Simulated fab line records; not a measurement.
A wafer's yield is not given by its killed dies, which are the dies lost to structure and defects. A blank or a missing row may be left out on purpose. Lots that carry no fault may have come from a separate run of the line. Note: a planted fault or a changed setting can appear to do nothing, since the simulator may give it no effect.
fab line records -- flow n5_finfet -- part 1 of 2: steps 1 to 18 of 29
record: lots: 5, wafers: 15, last_day: 19
route steps=1938 shown BEOL_M14@1749 BEOL_M15@1773
lots that met no fault: from a run of the same line without faults
start_h: the number of hours between the record's first day and the start of the first shown wafer of the lot -- wait_h: time in hours since the lot's previous step -- " the same as in the row above -- L1.1+2: several wafers, shown together as one row -- - either no value or no given start -- * or withheld: withheld -- < > ~ a bound
route shown NAME@n: NAME is a module with steps in the file, n the number in the route of the first one -- usual: mean/standard deviation of fault-free wafers -- same: alike in all rows -- chamber/n: place in a boat -- sites: each site's reading -- _std_site: the standard deviation of these -- _edge_site: mean of outer sites minus mean of inner sites -- radius_mm: for every site, how far away it sits from the centre of the wafer -- mask NAME#n: copy n -- behind: the last tool/chamber to shape the wafer -- hold: why the lot was held/for how many hours/how that ended -- device: the transistor (n, p or np) that didn't switch -- end of line: tests of these same wafers at the route's end -- for a step that has no rows: nothing shown but its recipe -- killed: the dies lost at the first sort to structure and to defects; this is not the yield of the wafer -- map: per-die view of a wafer (x killed, . not killed, _ where there is no die)
set.NAME: setting as actually run; set.NAME@STEP: the setting as run at that earlier step -- model.NAME: the simulator's own value behind a step, which no gauge read
lots at selected steps of the route; one table per step, one row per wafer
services: a tool's chamber out of use, with start hour (start_h, from the record's first day; less than 0 if before it), hours out, and reason
== steps ==
step: N5_BEOL_M14_DESCUM_33
recipe: chemistry: O2, time_s: 7.9, source_power_w: 50, bias_power_w: 20, pressure_mtorr: 20, rf_frequency_hz: 2.712e+07, temp_c: 40, o2_flow_sccm: 225
usual: drypump_motor_current_A: 5.8/0.44, oes_product_au: 0.83/0.1, rf_vpp_V: 243.7/1.4, showerhead_plenum_p_Torr: 2.13/0.08, throttle_valve_pct: 20.38/0.28
lot.wafer,tool,chamber,start_h,wait_h,drypump_motor_current_A,oes_product_au,rf_hours_counter_h,rf_vpp_V,showerhead_plenum_p_Torr,throttle_valve_pct
L078.3,rie_diel-04,2,290.73,0.0,6.1,0.72,229,242.5,1.97,20.34
L078.4,rie_diel-04,2,290.73,0.0,6.1,0.71,-,239.7,1.97,20.34
L078.5,rie_diel-04,1,290.73,0.0,5.3,0.70,-,242.6,2.17,20.99
L082.1,rie_diel-02,0,351.19,3.3,5.8,0.86,50,246.5,2.22,20.16
L082.2,rie_diel-02,2,351.19,3.3,6.4,0.77,127,244.6,2.21,20.56
L082.4,rie_diel-02,0,351.19,3.3,5.8,0.86,-,245.0,2.22,20.16
L085.1,rie_diel-05,3,353.15,2.8,6.1,0.70,225,243.6,2.05,20.55
L085.2,rie_diel-05,1,353.15,2.8,6.5,0.89,32,244.7,2.21,20.31
L085.3,rie_diel-05,2,353.15,2.8,5.6,0.97,2,242.8,2.17,20.05
L091.3,rie_diel-04,0,376.99,0.0,5.6,0.73,154,241.3,2.01,20.19
L091.5,rie_diel-04,3,376.99,0.0,5.7,0.90,-,245.1,2.14,20.71
L091.6,rie_diel-04,2,376.99,0.0,6.1,0.97,-,244.5,2.23,19.93
L095.2,rie_diel-05,2,419.76,0.1,5.5,0.91,24,242.9,2.16,20.08
L095.3,rie_diel-05,1,419.76,0.1,6.5,0.85,58,245.8,2.20,20.36
L095.6,rie_diel-05,2,419.76,0.1,5.5,0.91,-,243.1,2.16,20.08
step: N5_BEOL_M14_ETCH_67
recipe: chemistry: CF4, target: SiARC, target_depth_a: 1430, time_s: 238.3, ion_energy_ev: 80, pressure_mtorr: 40, source_w: 545, bias_w: 36, Ar_flow_sccm: 100, cf4_flow_sccm: 100, ends: cleared
usual: drypump_motor_current_A: 5.8/0.45, etch_rf_on_time_s: 240/6.4, mfc_ar_sccm: 100.0/0.32, oes_product_au: 0.71/0.083, rf_vpp_V: 184.5/1.3, showerhead_plenum_p_Torr: 2.18/0.074, throttle_valve_pct: 15.52/0.26
lot.wafer,tool,chamber,start_h,wait_h,drypump_motor_current_A,etch_rf_on_time_s,mfc_ar_sccm,oes_product_au,rf_hours_counter_h,rf_vpp_V,showerhead_plenum_p_Torr,throttle_valve_pct
L078.3,rie_diel-04,2,290.77,0.0,6.1,237,99.7,0.61,229,183.4,2.03,15.55
L078.4,rie_diel-04,2,290.77,0.0,6.0,236,100.4,0.61,-,182.0,2.03,15.57
L078.5,rie_diel-04,1,290.77,0.0,5.3,248,99.3,0.58,-,184.6,2.21,16.15
L082.1,rie_diel-02,0,351.22,0.0,5.8,241,100.4,0.73,50,185.6,2.26,15.25
L082.2,rie_diel-02,2,351.22,0.0,6.4,232,99.9,0.67,127,185.2,2.24,15.65
L082.4,rie_diel-02,0,351.22,0.0,5.8,241,100.0,0.73,-,186.5,2.26,15.26
L085.1,rie_diel-05,3,353.19,0.0,6.1,239,99.8,0.60,225,183.4,2.12,15.87
L085.2,rie_diel-05,1,353.19,0.0,6.5,234,99.9,0.76,32,185.5,2.27,15.49
L085.3,rie_diel-05,2,353.19,0.0,5.5,235,99.7,0.83,2,185.6,2.19,15.08
L091.3,rie_diel-04,0,377.03,0.0,5.6,248,100.4,0.61,155,182.3,2.06,15.45
L091.5,rie_diel-04,3,377.03,0.0,5.7,239,100.5,0.77,-,182.7,2.18,15.70
L091.6,rie_diel-04,2,377.03,0.0,6.1,235,100.3,0.83,-,187.1,2.27,15.10
L095.2,rie_diel-05,2,419.79,0.0,5.5,236,99.8,0.77,24,185.7,2.18,15.11
L095.3,rie_diel-05,1,419.79,0.0,6.5,237,100.1,0.72,58,185.7,2.26,15.51
L095.6,rie_diel-05,2,419.79,0.0,5.5,235,99.5,0.78,-,184.4,2.18,15.13
step: N5_BEOL_M14_ETCH_68
recipe: chemistry: N2/H2, target: SOC, mask_material: SiARC, source_w: 3000, bias_w: 350, temp_c: 40, time_s: 450, ion_energy_ev: 200, pressure_mtorr: 30, n2_flow_sccm: 200, h2_flow_sccm: 200
usual: drypump_motor_current_A: 5.8/0.44, h2_flow_sccm: 200.0/0.6, oes_product_au: 0.83/0.098, rf_vpp_V: 525.1/2.5, showerhead_plenum_p_Torr: 2.59/0.092, throttle_valve_pct: 17.70/0.25
lot.wafer,tool,chamber,start_h,wait_h,drypump_motor_current_A,h2_flow_sccm,oes_product_au,rf_hours_counter_h,rf_vpp_V,showerhead_plenum_p_Torr,throttle_valve_pct
L078.3,rie_diel-04,2,290.91,0.1,6.1,199.7,0.71,229,521.4,2.42,17.89
L078.4,rie_diel-04,2,290.91,0.1,6.1,200.0,0.70,-,520.1,2.42,17.90
L078.5,rie_diel-04,1,290.91,0.1,5.3,199.4,0.69,-,526.1,2.62,18.19
L082.1,rie_diel-02,0,351.37,0.1,5.8,199.6,0.87,50,527.2,2.68,17.39
L082.2,rie_diel-02,2,351.37,0.1,6.4,199.2,0.77,127,526.5,2.67,17.82
L082.4,rie_diel-02,0,351.37,0.1,5.8,199.7,0.86,-,529.4,2.68,17.42
L085.1,rie_diel-05,3,353.34,0.1,6.1,200.9,0.71,225,523.2,2.50,17.86
L085.2,rie_diel-05,1,353.34,0.1,6.5,199.4,0.89,32,528.2,2.69,17.67
L085.3,rie_diel-05,2,353.34,0.1,5.5,199.6,0.97,2,526.5,2.62,17.37
L091.3,rie_diel-04,0,377.18,0.1,5.6,198.6,0.73,155,521.3,2.42,17.39
L091.5,rie_diel-04,3,377.18,0.1,5.7,199.3,0.90,-,525.2,2.61,18.01
L091.6,rie_diel-04,2,377.18,0.1,6.1,200.3,0.97,-,528.3,2.73,17.46
L095.2,rie_diel-05,2,419.94,0.1,5.5,199.5,0.90,24,524.4,2.61,17.42
L095.3,rie_diel-05,1,419.94,0.1,6.5,199.8,0.86,59,527.7,2.67,17.71
L095.6,rie_diel-05,2,419.94,0.1,5.5,200.6,0.91,-,523.2,2.61,17.39
step: N5_BEOL_M14_STRIP_69
recipe: chemistry: N2/H2, temp_c: 40, n2_flow_sccm: 200, h2_flow_sccm: 200, rf_frequency_hz: 6e+07
lot.wafer,tool,chamber,start_h,wait_h
L078.3+4+5,rie_diel-04,"2,2,1",291.18,0.1
L082.1+2+4,rie_diel-02,"0,2,0",351.63,0.1
L085.1+2+3,rie_diel-05,"3,1,2",353.60,0.1
L091.3+5+6,rie_diel-04,"0,3,2",377.44,0.1
L095.2+3+6,rie_diel-05,"2,1,2",420.20,0.1
step: N5_BEOL_M14_TRENCH_ETCH_34
recipe: chemistry: C4F8/O2/Ar, target: SiO2, target_depth_a: 5566.5, mask_material: SOC, he_inner_torr: 15, he_outer_torr: 30, time_s: 126.9, ion_energy_ev: 800, pressure_mtorr: 20, source_w: 1905, bias_w: 2040, Ar_flow_sccm: 400, C4F8_flow_sccm: 16, O2_flow_sccm: 12
usual: drypump_motor_current_A: 5.8/0.44, he_outer_torr: 30.00/0.059, mfc_ar_sccm: 400.0/1.3, oes_f_703_au: 0.82/0.092, oes_product_au: 0.82/0.098, rf_vpp_V: 2238/36, showerhead_plenum_p_Torr: 3.50/0.12, throttle_valve_pct: 30.8/0.32
lot.wafer,tool,chamber,start_h,wait_h,drypump_motor_current_A,he_outer_torr,mfc_ar_sccm,oes_f_703_au,oes_product_au,rf_hours_counter_h,rf_vpp_V,showerhead_plenum_p_Torr,throttle_valve_pct
L078.3,rie_diel-04,2,291.19,0.0,6.1,29.95,401.0,0.71,0.71,230,2187,3.28,30.9
L078.4,rie_diel-04,2,291.19,0.0,6.1,30.02,400.3,0.71,0.71,-,2187,3.28,30.9
L078.5,rie_diel-04,1,291.19,0.0,5.3,30.00,399.4,0.67,0.67,-,2237,3.54,31.3
L082.1,rie_diel-02,0,351.64,0.0,5.8,30.01,400.9,0.84,0.85,50,2263,3.63,30.7
L082.2,rie_diel-02,2,351.64,0.0,6.4,30.03,400.0,0.78,0.77,127,2274,3.59,30.9
L082.4,rie_diel-02,0,351.64,0.0,5.8,30.01,401.3,0.84,0.85,-,2262,3.63,30.7
L085.1,rie_diel-05,3,353.61,0.0,6.1,29.97,399.2,0.71,0.71,225,2228,3.40,31.0
L085.2,rie_diel-05,1,353.61,0.0,6.5,30.11,398.1,0.85,0.88,32,2261,3.65,31.1
L085.3,rie_diel-05,2,353.61,0.0,5.5,29.91,399.6,0.97,0.96,3,2232,3.50,30.2
L091.3,rie_diel-04,0,377.45,0.0,5.6,29.96,403.1,0.72,0.73,155,2155,3.29,30.5
L091.5,rie_diel-04,3,377.45,0.0,5.8,29.98,399.7,0.88,0.89,-,2224,3.51,31.3
L091.6,rie_diel-04,2,377.45,0.0,6.1,29.88,399.5,0.96,0.98,-,2222,3.66,30.6
L095.2,rie_diel-05,2,420.21,0.0,5.5,30.07,400.6,0.90,0.90,24,2231,3.48,30.2
L095.3,rie_diel-05,1,420.21,0.0,6.5,30.07,400.2,0.81,0.85,59,2262,3.64,31.2
L095.6,rie_diel-05,2,420.21,0.0,5.5,29.97,402.6,0.90,0.90,-,2230,3.48,30.2
step: N5_BEOL_M14_STRIP_70
recipe: chemistry: C4F8/O2/Ar, resist: SiARC, rf_frequency_hz: 6e+07
lot.wafer,tool,chamber,start_h,wait_h
L078.3+4+5,rie_diel-04,"2,2,1",291.30,0.1
L082.1+2+4,rie_diel-02,"0,2,0",351.76,0.1
L085.1+2+3,rie_diel-05,"3,1,2",353.72,0.1
L091.3+5+6,rie_diel-04,"0,3,2",377.56,0.1
L095.2+3+6,rie_diel-05,"2,1,2",420.33,0.1
step: N5_BEOL_M14_OCD_MEAS_35
usual: trench_depth_nm: 553/14
lot.wafer,tool,chamber,start_h,wait_h,trench_depth_nm
L078.3,ocd-02,-,291.34,0.0,555
L078.4,ocd-02,-,291.34,0.0,559
L078.5,ocd-02,-,291.34,0.0,526
L082.1,ocd-02,-,351.80,0.0,550
L082.2,ocd-02,-,351.80,0.0,563
L082.4,ocd-02,-,351.80,0.0,555
L085.1,ocd-01,-,353.77,0.0,550
L085.2,ocd-01,-,353.77,0.0,560
L085.3,ocd-01,-,353.77,0.0,564
L091.3,ocd-01,-,377.61,0.0,550
L091.5,ocd-01,-,377.61,0.0,560
L091.6,ocd-01,-,377.61,0.0,572
L095.2,ocd-02,-,420.37,0.0,562
L095.3,ocd-02,-,420.37,0.0,561
L095.6,ocd-02,-,420.37,0.0,563
step: N5_BEOL_M14_STRIP_37
recipe: chemistry: O2, power_w: 600, temp_c: 60, pressure_mtorr: 30, rf_frequency_hz: 6e+07, bias_power_w: 0, overash_fraction: 0.3, o2_flow_sccm: 225
usual: drypump_motor_current_A: 5.8/0.46, oes_product_au: 0.82/0.094, rf_vpp_V: 3.7/1.1, showerhead_plenum_p_Torr: 2.14/0.085, throttle_valve_pct: 16.61/0.25
lot.wafer,tool,chamber,start_h,wait_h,drypump_motor_current_A,oes_product_au,rf_hours_counter_h,rf_vpp_V,showerhead_plenum_p_Torr,throttle_valve_pct
L078.3,rie_diel-02,2,292.34,1.0,6.4,0.77,108,4.9,2.22,16.69
L078.4,rie_diel-02,0,292.34,1.0,5.8,0.90,-,4.3,2.24,16.31
L078.5,rie_diel-02,2,292.34,1.0,6.4,0.76,-,4.3,2.22,16.70
L082.1,rie_diel-02,2,351.88,0.1,6.4,0.76,127,4.4,2.21,16.76
L082.2,rie_diel-02,3,351.88,0.1,4.9,0.92,27,2.9,2.03,16.28
L082.4,rie_diel-02,3,351.88,0.1,4.9,0.93,-,3.4,2.03,16.27
L085.1,rie_diel-04,1,354.17,0.4,5.3,0.92,9,3.5,2.17,16.83
L085.2,rie_diel-04,3,354.17,0.4,5.8,0.92,14,2.3,2.15,16.80
L085.3,rie_diel-04,0,354.17,0.4,5.6,0.74,144,4.8,2.01,16.47
L091.3,rie_diel-02,2,381.87,4.3,6.4,0.75,142,4.4,2.21,16.78
L091.5,rie_diel-02,3,381.87,4.3,4.9,0.89,-,2.0,2.03,16.31
L091.6,rie_diel-02,0,381.87,4.3,5.8,0.83,-,4.1,2.22,16.37
L095.2,rie_diel-04,2,420.60,0.2,6.0,0.91,18,3.8,2.23,16.23
L095.3,rie_diel-04,0,420.60,0.2,5.6,0.72,169,3.6,2.00,16.49
L095.6,rie_diel-04,1,420.60,0.2,5.3,0.85,-,2.7,2.16,16.91
step: N5_BEOL_M14_ETCH_38
recipe: chemistry: CF4/N2, target: SiCN, target_depth_a: 1065, taper_deg: 2, time_s: 120.6, ion_energy_ev: 150, mask_material: SiO2, pressure_mtorr: 40, source_w: 430, bias_w: 70, Ar_flow_sccm: 100, cf4_flow_sccm: 60, n2_flow_sccm: 60
usual: drypump_motor_current_A: 5.8/0.45, mfc_ar_sccm: 99.99/0.29, oes_product_au: 0.82/0.093, rf_vpp_V: 383.3/2.1, showerhead_plenum_p_Torr: 2.24/0.08, throttle_valve_pct: 15.37/0.23
lot.wafer,tool,chamber,start_h,wait_h,drypump_motor_current_A,mfc_ar_sccm,oes_product_au,rf_hours_counter_h,rf_vpp_V,showerhead_plenum_p_Torr,throttle_valve_pct
L078.3,rie_diel-02,2,-,-,6.4,99.98,0.80,109,387.0,2.32,15.43
L078.4,rie_diel-02,0,-,-,5.8,99.57,0.89,-,384.8,2.34,15.02
L078.5,rie_diel-02,2,-,-,6.4,99.85,0.80,-,386.7,2.32,15.43
L082.1,rie_diel-02,2,-,-,6.4,99.45,0.78,127,383.8,2.31,15.48
L082.2,rie_diel-02,3,-,-,4.9,99.85,0.91,27,382.0,2.16,15.15
L082.4,rie_diel-02,3,-,-,4.9,99.42,0.91,-,380.2,2.16,15.15
L085.1,rie_diel-04,1,-,-,5.3,99.91,0.91,9,385.0,2.27,15.52
L085.2,rie_diel-04,3,-,-,5.7,99.77,0.92,14,382.7,2.26,15.53
L085.3,rie_diel-04,0,-,-,5.6,100.04,0.73,144,381.9,2.12,15.21
L091.3,rie_diel-02,2,-,-,6.4,100.71,0.77,142,385.2,2.31,15.50
L091.5,rie_diel-02,3,-,-,4.9,99.94,0.90,-,382.8,2.16,15.19
L091.6,rie_diel-02,0,-,-,5.8,99.35,0.83,-,387.0,2.32,15.11
L095.2,rie_diel-04,2,-,-,6.0,99.69,0.92,18,385.9,2.35,15.00
L095.3,rie_diel-04,0,-,-,5.6,100.27,0.71,169,380.2,2.11,15.26
L095.6,rie_diel-04,1,-,-,5.3,100.11,0.85,-,382.2,2.26,15.57
step: N5_BEOL_M14_PRECLEAN_39
recipe: chemistry: residue_remover, time_s: 60, temp_c: 40
lot.wafer,tool,chamber,start_h,wait_h
L078.3+4+5,wet_bench-06,"1,0,2",292.53,-
L082.1+2+4,wet_bench-05,"4,2,6",352.08,-
L085.1+2+3,wet_bench-05,"2,0,3",354.36,-
L091.3+5+6,wet_bench-02,"3,0,1",382.06,-
L095.2+3+6,wet_bench-02,"1,2,3",420.80,-
step: N5_BEOL_M14_SRD_40
recipe: time_s: 30, temp_c: 23, rinse_liquid: diw, dry: n2_spin, spin_rpm: 1500, dry_time_s: 30
lot.wafer,tool,chamber,start_h,wait_h
L078.3+4+5,wet_bench-06,"1,0,2",292.55,0.0
L082.1+2+4,wet_bench-05,"4,2,6",352.10,0.0
L085.1+2+3,wet_bench-05,"2,0,3",354.38,0.0
L091.3+5+6,wet_bench-02,"3,0,1",382.08,0.0
L095.2+3+6,wet_bench-02,"1,2,3",420.82,0.0
step: N5_BEOL_M14_DEGAS_41
recipe: ambient: vacuum, temp_c: 300, time_s: 60
usual: heater_power_w: 474/48
lot.wafer,tool,chamber,start_h,wait_h,heater_power_w
L078.3,pvd_sputter-01,-,292.72,0.2,493
L078.4,pvd_sputter-01,-,292.72,0.2,398
L078.5,pvd_sputter-01,-,292.72,0.2,396
L082.1,pvd_sputter-03,-,352.14,0.0,521
L082.2,pvd_sputter-03,-,352.14,0.0,536
L082.4,pvd_sputter-03,-,352.14,0.0,444
L085.1,pvd_sputter-03,-,354.63,0.2,399
L085.2,pvd_sputter-03,-,354.63,0.2,515
L085.3,pvd_sputter-03,-,354.63,0.2,519
L091.3,pvd_sputter-02,-,382.32,0.2,554
L091.5,pvd_sputter-02,-,382.32,0.2,510
L091.6,pvd_sputter-02,-,382.32,0.2,423
L095.2,pvd_sputter-03,-,420.87,0.0,402
L095.3,pvd_sputter-03,-,420.87,0.0,524
L095.6,pvd_sputter-03,-,420.87,0.0,447
step: N5_BEOL_M14_PRE_CLEAN_42
recipe: gas: H2/He, time_s: 30, temp_c: 300
usual: heater_power_w: 474/47
lot.wafer,tool,chamber,start_h,wait_h,heater_power_w
L078.3,pvd_sputter-01,-,292.76,0.0,486
L078.4,pvd_sputter-01,-,292.76,0.0,409
L078.5,pvd_sputter-01,-,292.76,0.0,414
L082.1,pvd_sputter-03,-,352.18,0.0,548
L082.2,pvd_sputter-03,-,352.18,0.0,526
L082.4,pvd_sputter-03,-,352.18,0.0,442
L085.1,pvd_sputter-03,-,354.67,0.0,399
L085.2,pvd_sputter-03,-,354.67,0.0,517
L085.3,pvd_sputter-03,-,354.67,0.0,538
L091.3,pvd_sputter-02,-,382.36,0.0,568
L091.5,pvd_sputter-02,-,382.36,0.0,507
L091.6,pvd_sputter-02,-,382.36,0.0,432
L095.2,pvd_sputter-03,-,420.91,0.0,408
L095.3,pvd_sputter-03,-,420.91,0.0,526
L095.6,pvd_sputter-03,-,420.91,0.0,446
step: N5_BEOL_M14_SPUTTER_43
recipe: material: TaN, target_thk_a: 150, temp_c: 50, bias_v: 168.6, power_w: 15000, chamber_pressure_pa: 0.12, time_s: 24.19
usual: throttle_valve_pct: 30.4/0.89
lot.wafer,tool,chamber,start_h,wait_h,throttle_valve_pct
L078.3,pvd_sputter-01,-,292.80,0.0,30.8
L078.4,pvd_sputter-01,-,292.80,0.0,30.1
L078.5,pvd_sputter-01,-,292.80,0.0,30.3
L082.1,pvd_sputter-03,-,352.22,0.0,30.0
L082.2,pvd_sputter-03,-,352.22,0.0,29.6
L082.4,pvd_sputter-03,-,352.22,0.0,31.4
L085.1,pvd_sputter-03,-,354.71,0.0,31.4
L085.2,pvd_sputter-03,-,354.71,0.0,29.8
L085.3,pvd_sputter-03,-,354.71,0.0,29.8
L091.3,pvd_sputter-02,-,382.40,0.0,30.4
L091.5,pvd_sputter-02,-,382.40,0.0,31.7
L091.6,pvd_sputter-02,-,382.40,0.0,29.6
L095.2,pvd_sputter-03,-,420.95,0.0,31.3
L095.3,pvd_sputter-03,-,420.95,0.0,30.3
L095.6,pvd_sputter-03,-,420.95,0.0,31.6
step: N5_BEOL_M14_SPUTTER_44
recipe: material: Ta, target_thk_a: 150, temp_c: 50, bias_v: 80, power_w: 15000, chamber_pressure_pa: 0.07, time_s: 24.19
usual: throttle_valve_pct: 30.4/0.93
lot.wafer,tool,chamber,start_h,wait_h,throttle_valve_pct
L078.3,pvd_sputter-01,-,292.88,0.0,30.5
L078.4,pvd_sputter-01,-,292.88,0.0,30.2
L078.5,pvd_sputter-01,-,292.88,0.0,30.0
L082.1,pvd_sputter-03,-,352.30,0.0,29.9
L082.2,pvd_sputter-03,-,352.30,0.0,29.9
L082.4,pvd_sputter-03,-,352.30,0.0,31.6
L085.1,pvd_sputter-03,-,354.79,0.0,31.3
L085.2,pvd_sputter-03,-,354.79,0.0,29.8
L085.3,pvd_sputter-03,-,354.79,0.0,30.0
L091.3,pvd_sputter-02,-,382.48,0.0,30.6
L091.5,pvd_sputter-02,-,382.48,0.0,31.8
L091.6,pvd_sputter-02,-,382.48,0.0,29.4
L095.2,pvd_sputter-03,-,421.03,0.0,31.2
L095.3,pvd_sputter-03,-,421.03,0.0,29.8
L095.6,pvd_sputter-03,-,421.03,0.0,31.7
step: N5_BEOL_M14_SPUTTER_45
recipe: material: Cu, target_thk_a: 1000, temp_c: -20, bias_v: 60, power_w: 26000, chamber_pressure_pa: 0.13, time_s: 16.67
usual: throttle_valve_pct: 30.4/0.92
lot.wafer,tool,chamber,start_h,wait_h,throttle_valve_pct
L078.3,pvd_sputter-01,-,292.96,0.0,30.4
L078.4,pvd_sputter-01,-,292.96,0.0,30.2
L078.5,pvd_sputter-01,-,292.96,0.0,30.4
L082.1,pvd_sputter-03,-,352.38,0.0,29.8
L082.2,pvd_sputter-03,-,352.38,0.0,29.6
L082.4,pvd_sputter-03,-,352.38,0.0,31.3
L085.1,pvd_sputter-03,-,354.87,0.0,31.2
L085.2,pvd_sputter-03,-,354.87,0.0,29.9
L085.3,pvd_sputter-03,-,354.87,0.0,29.8
L091.3,pvd_sputter-02,-,382.56,0.0,30.5
L091.5,pvd_sputter-02,-,382.56,0.0,31.8
L091.6,pvd_sputter-02,-,382.56,0.0,29.7
L095.2,pvd_sputter-03,-,421.11,0.0,31.4
L095.3,pvd_sputter-03,-,421.11,0.0,30.0
L095.6,pvd_sputter-03,-,421.11,0.0,31.8
step: N5_BEOL_M14_ECD_47
recipe: material: Cu, target_thk_a: 12480
lot.wafer,tool,chamber,start_h,wait_h
L078.3+4+5,ecd_cu-01,"1,0,0",293.13,0.1
L082.1+2+4,ecd_cu-02,"0,1,0",352.50,0.1
L085.1+2+3,ecd_cu-02,"0,1,1",354.98,0.1
L091.3+5+6,ecd_cu-02,"1,1,0",382.78,0.2
L095.2+3+6,ecd_cu-01,"0,1,0",421.22,0.1
step: N5_BEOL_M14_ANNEAL_48
recipe: temp_c: 225, time_s: 90, ambient: N2
usual: anneal_temp_c: 224.99/0.2, wafer_temp_C_max: 225.81/0.29
lot.wafer,tool,chamber,start_h,wait_h,anneal_temp_c,wafer_temp_C_max
L078.3,rtp_anneal-01,0,293.36,0.2,224.77,225.34
L078.4,rtp_anneal-01,0,293.36,0.2,224.89,225.60
L078.5,rtp_anneal-01,0,293.36,0.2,224.77,225.39
L082.1,rtp_anneal-02,0,352.69,0.1,225.07,225.95
L082.2,rtp_anneal-02,0,352.69,0.1,225.09,225.85
L082.4,rtp_anneal-02,0,352.69,0.1,225.24,225.62
L085.1,rtp_anneal-01,0,355.17,0.1,225.13,225.66
L085.2,rtp_anneal-01,0,355.17,0.1,225.23,225.64
L085.3,rtp_anneal-01,0,355.17,0.1,225.25,225.87
L091.3,rtp_anneal-02,0,383.79,1.0,224.82,225.74
L091.5,rtp_anneal-02,0,383.79,1.0,224.98,226.11
L091.6,rtp_anneal-02,0,383.79,1.0,224.67,225.74
L095.2,rtp_anneal-02,0,421.46,0.2,224.94,225.53
L095.3,rtp_anneal-02,0,421.46,0.2,224.70,225.49
L095.6,rtp_anneal-02,0,421.46,0.2,225.08,225.92
